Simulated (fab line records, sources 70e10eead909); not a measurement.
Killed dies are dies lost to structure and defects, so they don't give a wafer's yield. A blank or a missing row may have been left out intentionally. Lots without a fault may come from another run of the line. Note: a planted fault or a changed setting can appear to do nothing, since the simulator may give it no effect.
A lot that was struck, set against a sound lot | flow nand-harc | 15 out of 1159 route steps
Sound: wafers L739.4, L739.5, L739.6. Struck: wafers L748.2, L748.4, L748.5. Last of all comes the cause.
Each step with rows lists, per side, the tool, then ch with its chambers, then its first start. Under that, the readings that differ: sound wafers | struck wafers | difference of the means | sigmas: that difference in standard deviations of wafers without a fault.
alike: same words and numbers on both sides, and readings whose means sit less than 2 such deviations apart. not compared: any withheld reading, any reading some wafer has no value for, any bound like >300 that may hide the same value, and any number with overlapping values for which the record gives no deviation.
The two part at a step that has a row with sigmas, a row that says differs or no value, or rows on one side only. When numbers do not overlap yet have no deviation, they are printed without sigmas and do not part them. A reading missing from all wafers of one side parts the sides only when that side holds two or more wafers.

first, 1 step without rows for these wafers: NHARC_A_ONON_D1_DEP_12 (target thk 1000 nm).
NHARC_A_ONON_D1_THK_MEAS_14: measures by ellipsometry.
  sound on film-metro-01 at day 9 00:59; struck on film-metro-01 at day 11 13:10
  alike: thk-nm
then, 2 steps without rows for these wafers: NHARC_A_ONON_D1_ANNEAL_15 (time 3600 s); NHARC_A_ONON_D1_DEP_16 (target thk 1000 nm).
NHARC_A_ONON_D1_THK_MEAS_18: measures by ellipsometry.
  sound on film-metro-02 at day 9 08:08; struck on film-metro-02 at day 11 20:10
  alike: thk-nm
next comes 1 step that has no rows for these wafers: NHARC_A_ONON_D1_DEP_19 (target thickness 1000 nm).
NHARC_A_ONON_D1_THK_MEAS_21: measures by ellipsometry.
  sound on film-metro-02 at day 9 08:50; struck on film-metro-01 at day 11 20:44
  reading     | sound          | struck      | difference | sigmas
  thk-nm (nm) | 1018 1017 1017 | 992 994 995 | -24        | -2
next comes 1 step that has no rows for these wafers: NHARC_A_ONON_D1_DEP_22 (target thickness 1000 nm).
NHARC_A_ONON_D1_THK_MEAS_24: measures by ellipsometry.
  sound on film-metro-02 at day 9 09:24; struck on film-metro-02 at day 11 21:23
  alike: thk-nm
next comes 1 step that has no rows for these wafers: NHARC_A_ONON_D1_DEP_25 (target thickness 1000 nm).
NHARC_A_ONON_D1_THK_MEAS_27: measures by ellipsometry.
  sound on film-metro-01 at day 9 09:58; struck on film-metro-02 at day 11 21:58
  alike: thk-nm
NHARC_A_ONON_D1_DEP_28: target thk 1000 nm.
  sound on pecvd-onon-02 ch 0, day 9 10:11; struck on pecvd-onon-01 ch 0, day 11 22:05
  reading               | sound             | struck            | difference | sigmas
  sih4-flow-sccm (sccm) | 209.8 208.8 209.4 | 210.0 211.5 210.7 | +1.4       | +2
NHARC_A_ONON_D1_THK_MEAS_30: measures by ellipsometry.
  sound on film-metro-02 at day 9 10:32; struck on film-metro-01 at day 11 22:32
  reading     | sound       | struck         | difference | sigmas
  thk-nm (nm) | 987 986 985 | 1510 1510 1510 | +524       | +52
NHARC_A_ONON_D1_DEP_33: deposits SiO2, target thk 200 nm.
  sound on pecvd-02 ch 0,1,2, day 9 10:44; struck on pecvd-01 ch 0,2, day 11 22:39
  alike: heater-power-w, throttle-valve-pct
-- break in the record here, with 11 days between the starts of the struck wafers on either side (left off in module A_ONON_D1, picked up again in module END, where the first step shown is number 1159 on the route) --
NHARC_END_SORT_01:
  only the struck wafers appear in the record here, on prober-01 ch 0 at day 22 23:54; the sound ones have no rows

== WHERE THEY PART ==
At NHARC_A_ONON_D1_THK_MEAS_21 first; at NHARC_END_SORT_01 last (within this record only).

WHY: whatever the simulator had introduced
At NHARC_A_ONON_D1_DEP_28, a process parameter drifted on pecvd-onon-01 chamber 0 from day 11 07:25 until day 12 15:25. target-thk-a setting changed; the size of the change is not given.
